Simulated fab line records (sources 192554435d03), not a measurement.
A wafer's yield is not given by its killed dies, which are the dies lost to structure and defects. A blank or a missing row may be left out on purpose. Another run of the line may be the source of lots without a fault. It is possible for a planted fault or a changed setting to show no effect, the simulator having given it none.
Matching of chambers -- flow n5-finfet -- N5_BEOL_M14_VIA_ETCH_16 on rie-diel-03 has 4 sister chambers
The step etches SiO2 in C4F8/O2/Ar, target depth 1231.3 nm. 8 wafers are shown with their chamber, then 8 later ones without.

== WAFERS WITH THEIR CHAMBER ==
wafer,chamber,drypump-motor-current-A (A),throttle-valve-pct (%)
L079.1,0,6.3,31.08
L080.2,3,5.8,30.85
L088.2,0,6.3,30.94
L088.4,2,5.8,30.88
L087.1,3,5.8,30.89
L087.3,1,4.9,30.69
L087.5,2,5.8,30.90
L093.4,1,4.8,30.67

== WAFERS WITH NO CHAMBER GIVEN ==
wafer,drypump-motor-current-A (A),throttle-valve-pct (%)
L093.5,4.8,30.67
L093.6,5.8,30.89
L092.1,6.3,30.94
L092.2,4.9,30.67
L092.5,4.8,30.67
L096.1,5.8,30.91
L096.2,4.8,30.69
L096.6,4.8,30.70

== WHICH CHAMBER EACH ONE RAN IN ==
wafer,from the rows above,in truth
L093.5,1,1
L093.6,can't be placed: 2 or 3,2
L092.1,0,0
L092.2,1,1
L092.5,1,1
L096.1,can't be placed: 2 or 3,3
L096.2,1,1
L096.6,1,1
Placed correctly: 6 of 8. Cannot be placed on the basis of these rows: 2; the candidates contain the true chamber in 2. Wrongly placed: 0.
How it was worked out, from the rows above alone: a wafer's distance from a chamber is the root of the sum, over the readings, of the square of ((its reading less the chamber's mean) divided by the reading's scatter). The wafer belongs to the nearest chamber; if the next one is less than 2 further off, it can't be placed. The mean given for a chamber averages the wafers shown for that chamber. The scatter: take each reading less its chamber's mean, square it, sum over the shown wafers, divide by the number of wafers less the number of chambers, and take the root.
